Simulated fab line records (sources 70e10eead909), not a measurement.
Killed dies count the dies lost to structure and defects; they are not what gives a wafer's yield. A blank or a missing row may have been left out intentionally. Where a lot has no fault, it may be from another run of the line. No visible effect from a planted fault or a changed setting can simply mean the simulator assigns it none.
Chamber matching | flow nandHarc | NHARC_P_M0_CMP_23 on cmp-03 has 4 sister chambers
The step polishes, t overpolish 20 s, target thk 117.53 nm. 4 wafers are shown with their chamber, then 12 later ones without.

## EACH WAFER AND ITS CHAMBER
wafer  | chamber | motorCurrentA (A)
L086.1 | 0       | 9.7
L089.2 | 3       | 14.7
L089.4 | 1       | 10.3
L089.5 | 2       | 11.1

## WAFERS WHOSE CHAMBER IS MISSING
wafer  | motorCurrentA (A)
L093.1 | 15.7
L093.2 | 9.9
L093.6 | 10.9
L094.1 | 11.2
L094.3 | 15.1
L094.6 | 15.4
L095.2 | 15.2
L095.4 | 11.1
L095.5 | 10.6
L097.1 | 10.6
L097.2 | 9.9
L097.6 | 14.5

## THE CHAMBER EACH PASSED THROUGH
wafer  | from the rows above          | in truth
L093.1 | 3                            | 3
L093.2 | can't be placed: 0 or 1      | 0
L093.6 | can't be placed: 2 or 1      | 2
L094.1 | can't be placed: 2 or 1      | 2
L094.3 | 3                            | 3
L094.6 | 3                            | 3
L095.2 | 3                            | 3
L095.4 | can't be placed: 2 or 1      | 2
L095.5 | can't be placed: 1 or 2 or 0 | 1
L097.1 | can't be placed: 1 or 2 or 0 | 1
L097.2 | can't be placed: 0 or 1      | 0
L097.6 | 3                            | 3
Correctly placed: 5 of 12. From these rows, 7 cannot be placed; in 7 the true chamber is one of the candidates. Placed wrongly: 0.
How it was worked out, from the rows above alone: a wafer's distance from a chamber is the root of the sum, over the readings, of the square of ((its reading less the chamber's mean) divided by the reading's scatter). If the next closest chamber is less than 2 further off than the closest, the wafer can't be placed; otherwise it belongs to the closest. The mean given for a chamber averages the wafers shown for that chamber. The scatter: root of mean squared gap, hidden wafer to nearest shown wafer, with one shown wafer a chamber.
